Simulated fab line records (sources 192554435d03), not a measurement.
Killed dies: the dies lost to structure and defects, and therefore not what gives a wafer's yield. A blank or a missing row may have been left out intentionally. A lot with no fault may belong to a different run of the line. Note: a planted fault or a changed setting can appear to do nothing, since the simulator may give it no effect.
A lot that was struck, set against a sound lot / flow n5Finfet / 18 steps out of a route of 1938
Sound: wafers L900.2, L900.5, L900.6. Struck: wafer L909.4 (left out: L909.3, a lot-mate that was not struck); the cause follows at the end.
For every step that has rows: the tool of each side, followed by ch and its chambers, followed by its first start. Under that, the readings that differ: sound wafers / struck wafers / difference of the means / sigmas: that difference in standard deviations of wafers without a fault.
alike: same words and numbers on both sides, and readings whose means sit less than 2 such deviations apart. not compared: any withheld reading, any reading some wafer has no value for, any bound like >300 that may hide the same value, and any number with overlapping values for which the record gives no deviation.
The two part at a step that has a row with sigmas, a row that says differs or no value, or rows on one side only. Numbers that don't overlap but have no deviation are shown without sigmas and don't part them. Lack of a reading on every wafer of one side parts them only where that side has two or more wafers.

first, 1 step without rows for these wafers: N5_BEOL_M4_ANNEAL_82 (time 240 s).
N5_BEOL_M4_SPUTTER_86: material Cu, target thk 4.5 nm, time 8.29 s.
  struck on pvdSputter-02, day 11 11:34; sound on pvdSputter-02, day 9 08:37
  alike: throttleValvePct
then, 4 steps without rows for these wafers: N5_BEOL_M4_ANNEAL_87 (time 240 s); N5_BEOL_M4_SPUTTER_88 (material Cu, target thk 4.5 nm, time 8.29 s); N5_BEOL_M4_ANNEAL_89 (time 240 s); N5_BEOL_M4_SPUTTER_90 (material Cu, target thk 4.5 nm, time 8.29 s).
N5_BEOL_M4_ANNEAL_91: time 240 s.
  struck on pvdSputter-02, day 11 12:05; sound on pvdSputter-02, day 9 09:08
reading=heaterPowerW (W); sound=753 748 761; struck=1050; difference=+296; sigmas=+3
then, 3 steps without rows for these wafers: N5_BEOL_M4_SPUTTER_92 (material Cu, target thk 4.5 nm, time 8.29 s); N5_BEOL_M4_ANNEAL_93 (time 240 s); N5_BEOL_M4_SPUTTER_94 (material Cu, target thk 4.5 nm, time 8.29 s).
N5_BEOL_M4_ANNEAL_95: time 240 s.
  struck on pvdSputter-02, day 11 12:31; sound on pvdSputter-02, day 9 09:35
reading=heaterPowerW (W); sound=745 765 780; struck=1048; difference=+285; sigmas=+3
N5_BEOL_M4_SPUTTER_96: material Cu, target thk 4.5 nm, time 8.29 s.
  struck on pvdSputter-02, day 11 12:40; sound on pvdSputter-02, day 9 09:43
  alike: throttleValvePct
N5_BEOL_M4_ECD_50: material Cu, target thk 300 nm.
  sound on ecdCu-01 ch 0,1, day 9 09:50; struck on ecdCu-02 ch 1, day 11 12:48
reading=model.Cu_of_BEOL_M4_ECD_50.thkNm (nm); sound=303.2 297.4 303.2; struck=584; difference=+283; sigmas=
N5_BEOL_M4_ANNEAL_51: time 90 s.
  sound on rtpAnneal-02 ch 0, day 9 09:58; struck on rtpAnneal-02 ch 0, day 11 13:01
  alike: wafer_temp_C_max
N5_BEOL_M4_CMP_52: polishes, stops on SiOC, t overpolish 6.8 s, target thk 40 nm.
  sound on cmp-02 ch 0,1,3, day 9 10:17; struck on cmp-02 ch 3, day 11 13:19
reading=timeToEndpointS (s); sound=58 56 53; struck=119; difference=+63; sigmas=+17
  alike: edgeZonePressureFrac, motorCurrentA, retainingRingPressureFrac, slurryFlowMlMin
N5_BEOL_M4_THK_MEAS_53: measures by xrf.
  struck on filmMetro-02, day 11 13:32; sound on filmMetro-01, day 9 10:31
  alike: M4_THK
N5_BEOL_M4_RC_MEAS_101:
  sound on prober-01 ch 0, day 9 11:01; struck on prober-02 ch 0, day 11 14:09
reading=VT_P (mV); sound=-249 -246 -247; struck=-254; difference=-7; sigmas=-2
  alike: DIBL_N, DIBL_P, IOFF_N, IOFF_P, ION_N, ION_P, SS_N, SS_P, VT_N
following that, these wafers have no rows for 1 step: N5_PASSIVATION_PROBE_49.

## WHERE THEY PART
Last at N5_BEOL_M4_RC_MEAS_101 as far as this record goes, first at N5_BEOL_M4_ANNEAL_91.

WHY: what the simulator had put in
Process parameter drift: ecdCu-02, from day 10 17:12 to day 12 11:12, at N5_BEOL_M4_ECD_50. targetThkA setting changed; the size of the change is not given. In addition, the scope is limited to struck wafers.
